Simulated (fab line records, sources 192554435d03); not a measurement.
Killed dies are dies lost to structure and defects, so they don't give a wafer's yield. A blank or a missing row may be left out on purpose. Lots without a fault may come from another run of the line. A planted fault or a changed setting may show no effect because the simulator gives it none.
A struck lot beside a sound one | flow n5_finfet | 36 steps out of a route of 1938
Sound: wafers L540.1, L540.2, L540.4. Struck: wafer L550.1. (L550.5, L550.6 of the same lot were not struck and are left out.) The cause comes at the end.
At each step with rows: each side's tool, then ch and its chambers, then its first start. Under that, the readings that differ: sound wafers | struck wafers | difference of the means | sigmas: that difference in standard deviations of wafers without a fault.
alike: readings whose means differ by less than 2 such deviations, and words and numbers that are the same on both sides. not compared: withheld readings, readings that some wafer has no value for, bounds like >300 that may hide the same value, and numbers for which the record gives no deviation and whose values overlap.
The two part at a step that has a row with sigmas, a row that says differs or no value, or rows on one side only. Numbers that don't overlap but have no deviation are shown without sigmas and don't part them. A reading that every wafer of one side lacks parts them only if that side has two wafers or more.

first, 8 steps without rows for these wafers: N5_BEOL_M7_SPUTTER_48 (material Cu, target thk 10 nm, time 1.667 s); N5_BEOL_M7_ECD_50 (material Cu, target thk 300 nm); N5_BEOL_M7_ANNEAL_51 (time 90 s); N5_BEOL_M7_CMP_52 (polishes, stops on SiCOH lowk, t overpolish 6.9 s, target thk 80 nm); N5_BEOL_M7_PRE_CLEAN_55 (time 15 s); N5_BEOL_M7_DEP_56 (deposits SiCN from 3MS/NH3, target thk 10 nm, time 17.5 s); N5_BEOL_M8_ILD_DEP_00 (deposits SiCOH lowk from DEMS/porogen, target thk 179.75 nm, time 33.4 s); N5_BEOL_M8_CURE_74 (cures SiCOH lowk, time 240 s).
N5_BEOL_M8_PECVD_70: deposits SiO2 from TEOS/O2, target thk 20 nm, time 22.7 s.
  sound on pecvd-01 ch 0,1, day 8 21:20; struck on pecvd-01 ch 0, day 11 08:58
  reading                                    | sound        | struck | difference | sigmas
  model.SiO2_of_BEOL_M8_PECVD_70.thk_nm (nm) | 19.8 19.6 20 | 9.6    | -10.2      |
  alike: heater_power_w, showerhead_plenum_p_Torr, throttle_valve_pct
then, 25 steps without rows for these wafers: N5_BEOL_M8_HM_DEP_02 (deposits TiN, target thk 20 nm); N5_BEOL_M8_COAT_59 (time 60 s, resist thk 100 nm); N5_BEOL_M8_COAT_60 (time 60 s, resist thk 35 nm); N5_BEOL_M8_COAT_05 (resist thk 90 nm); N5_BEOL_M8_EBR_07; N5_BEOL_M8_SOFTBAKE_06 (time 60 s); N5_BEOL_M8_EXPOSE_08 (exposes mask M8); N5_BEOL_M8_PEB_09 (peb time 60 s); N5_BEOL_M8_DEVELOP_10 (develop time 30 s); N5_BEOL_M8_DESCUM_16 (chemistry O2, time 7.9 s); N5_BEOL_M8_ETCH_61 (etches SiARC in CF4, target depth 45.5 nm, time 75.8 s); N5_BEOL_M8_ETCH_62 (etches SOC in N2/H2, target depth 110 nm, overetch 22 nm, time 165 s); N5_BEOL_M8_STRIP_68 (strips in N2/H2); N5_BEOL_M8_STRIP_67 (strips in CF4); N5_BEOL_M8_HM_OPEN_17 (chemistry Cl2/BCl3, target TiN, target depth 20 nm, overetch 6 nm); N5_BEOL_M8_STRIP_19 (strips in O2); N5_BEOL_M8_COAT_63 (time 60 s, resist thk 60 nm); N5_BEOL_M8_COAT_64 (time 60 s, resist thk 12 nm); N5_BEOL_M8_COAT_71 (time 60 s, resist thk 5 nm); N5_BEOL_M8_COAT_22 (resist thk 30 nm); N5_BEOL_M8_EBR_24; N5_BEOL_M8_SOFTBAKE_23 (time 60 s); N5_BEOL_M8_EXPOSE_25 (exposes mask V7, target cd 40 nm); N5_BEOL_M8_PEB_26 (peb time 60 s); N5_BEOL_M8_DEVELOP_27 (develop time 30 s).
N5_BEOL_M8_HM_STRIP_39: strips TiN in peroxide tin strip, target depth 25 nm, time 158 s.
  sound on wet_bench-01 ch 0,2,6, day 9 01:20; struck on wet_bench-05 ch 1, day 11 12:46
  reading                                    | sound          | struck | difference | sigmas
  model.SiO2_of_BEOL_M8_PECVD_70.thk_nm (nm) | 19.6 19.4 19.8 | 9.4    | -10.2      |
N5_BEOL_M8_CMP_52: polishes, stops on SiCOH lowk, t overpolish 6.9 s, target thk 80 nm.
  sound on cmp-03 ch 0,1,3, day 9 04:18; struck on cmp-03 ch 2, day 11 16:58
  reading                      | sound          | struck | difference | sigmas
  barrier_field_endpoint_s (s) | 29.9 28.4 29.1 | 16.1   | -13.0      | -14
  alike: clearing_platen_rpm, motor_current_A

WHERE THEY PART
Only at N5_BEOL_M8_CMP_52, within this record.

WHY: what the simulator had put in
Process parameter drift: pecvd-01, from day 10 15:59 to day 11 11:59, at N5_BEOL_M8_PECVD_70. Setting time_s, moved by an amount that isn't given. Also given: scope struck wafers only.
